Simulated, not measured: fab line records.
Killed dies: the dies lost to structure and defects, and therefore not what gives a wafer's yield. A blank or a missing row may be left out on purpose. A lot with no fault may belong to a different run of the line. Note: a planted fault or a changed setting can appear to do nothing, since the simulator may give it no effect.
Chamber matching | flow n5 finfet | N5_BEOL_M9_ILD_DEP_00 on pecvd-02: 3 sister chambers
The step deposits SiCOH lowk from DEMS/porogen, target thk 308.51 nm, time 58 s. 6 wafers are shown with their chamber, then 9 later ones without.

## WAFERS, EACH WITH ITS CHAMBER
wafer  | chamber | throttle valve pct (%) | showerhead plenum p Torr (Torr)
L083.3 | 2       | 13.4                   | 5.732
L087.1 | 2       | 13.4                   | 5.740
L087.5 | 1       | 13.6                   | 5.699
L086.1 | 0       | 14.2                   | 5.737
L086.5 | 1       | 13.6                   | 5.715
L086.6 | 0       | 14.6                   | 5.751

## WAFERS WITHOUT THEIR CHAMBER
wafer  | throttle valve pct (%) | showerhead plenum p Torr (Torr)
L091.3 | 14.5                   | 5.732
L091.5 | 13.4                   | 5.748
L091.6 | 14.5                   | 5.752
L095.3 | 13.8                   | 5.733
L095.5 | 13.8                   | 5.724
L095.6 | 14.8                   | 5.753
L092.1 | 14.3                   | 5.746
L092.3 | 13.8                   | 5.739
L092.5 | 14.7                   | 5.740

## WHICH CHAMBER EACH WENT THROUGH
wafer  | from the rows above          | in truth
L091.3 | 0                            | 0
L091.5 | 2                            | 2
L091.6 | 0                            | 0
L095.3 | can't be placed: 2 or 1 or 0 | 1
L095.5 | can't be placed: 1 or 2      | 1
L095.6 | 0                            | 0
L092.1 | 0                            | 0
L092.3 | can't be placed: 2 or 1 or 0 | 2
L092.5 | 0                            | 0
6 of 9 placed correctly. Unplaceable from these rows: 3, with the true chamber sitting among the candidates in 3. 0 placed wrongly.
How it was worked out, from the rows above alone: a wafer's distance from a chamber is the root of the sum, over the readings, of the square of ((its reading less the chamber's mean) divided by the reading's scatter). If the next closest chamber is less than 2 further off than the closest, the wafer can't be placed; otherwise it belongs to the closest. A chamber's mean is the mean of its shown wafers. The scatter: the root of (the sum of the squares of (reading less its chamber's mean) over the shown wafers, divided by (wafers less chambers)).
